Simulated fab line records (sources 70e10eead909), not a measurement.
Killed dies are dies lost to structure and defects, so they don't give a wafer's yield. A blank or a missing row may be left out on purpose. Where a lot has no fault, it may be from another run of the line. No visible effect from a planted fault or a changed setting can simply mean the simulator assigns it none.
Which of the tools did it? | flow nand harc | 24 lots, 72 wafers sampled, at 1 step of a route of 1302

== WHAT THE GAUGES SHOWED, per wafer ==
NHARC_P_M1_INSPECT_27.
lot  | measured     | on                | raw defect count
L074 | day 6 04:31  | defect inspect-01 | 266 323 261
L076 | day 6 21:38  | defect inspect-01 | 240 390 275
L075 | day 6 22:47  | defect inspect-01 | 142 481 345
L077 | day 7 10:56  | defect inspect-02 | 202 168 144
L078 | day 7 23:10  | defect inspect-01 | 275 209 182
L079 | day 8 04:22  | defect inspect-02 | 208 284 226
L080 | day 8 15:10  | defect inspect-02 | 291 492 439
L081 | day 9 09:38  | defect inspect-01 | 371 230 209
L083 | day 10 02:19 | defect inspect-02 | 531 300 334
L082 | day 10 02:47 | defect inspect-01 | 211 246 298
L084 | day 10 13:28 | defect inspect-01 | 252 190 227
L085 | day 11 02:18 | defect inspect-02 | 327 466 254
L086 | day 11 07:55 | defect inspect-01 | 327 357 226
L087 | day 11 14:56 | defect inspect-01 | 210 306 232
L089 | day 12 07:40 | defect inspect-01 | 330 196 387
L088 | day 12 07:55 | defect inspect-01 | 277 272 299
L090 | day 13 01:28 | defect inspect-01 | 331 154 508
L091 | day 13 16:26 | defect inspect-02 | 451 606 315
L092 | day 13 20:29 | defect inspect-02 | 212 350 274
L093 | day 14 09:56 | defect inspect-01 | 319 277 374
L094 | day 14 14:55 | defect inspect-02 | 317 476 272
L095 | day 15 02:40 | defect inspect-02 | 461 693 284
L096 | day 15 11:22 | defect inspect-01 | 296 375 364
L097 | day 16 04:40 | defect inspect-01 | 395 512 486

== EACH LOT AND THE TOOL THAT RAN IT (in order: tool; ch and the chambers of the sampled wafers; start) ==
There is no process step in the record ahead of these readings.

== WHAT THE TOOLS THEMSELVES READ (means of the sampled wafers that have a number; where no wafer has one, the mark that the record gives instead) ==
The record holds no such reading with a usual standard deviation.

== THE ANSWER, worked out from the rows above alone ==
Rule: the lots themselves supply what counts as usual. The widest of any qualifying gaps counts: lots, ordered by their means at a reading, are off when they make up no more than a third of the lots, leave a main group of 4 or more, and stand apart from it by 3 or more times the standard deviation of that group's means. If all means in a main group match to the digits the tables above print for the reading, that group is not used. A lot without any number at a reading at which 4 lots or more have one is off too. Where the step has rows for the other lots, those lots are counted as sound. After the gauges, taken in route order, come the tools' own readings; for these a lot's mean is taken, as printed above. At the first step where some lot is off, the reading lying furthest off is the one used; lots without a number count as furthest.
No lot is off on any of the readings shown, so nothing can be concluded from this.

== WHAT HAD BEEN PUT IN BY THE SIMULATOR ==
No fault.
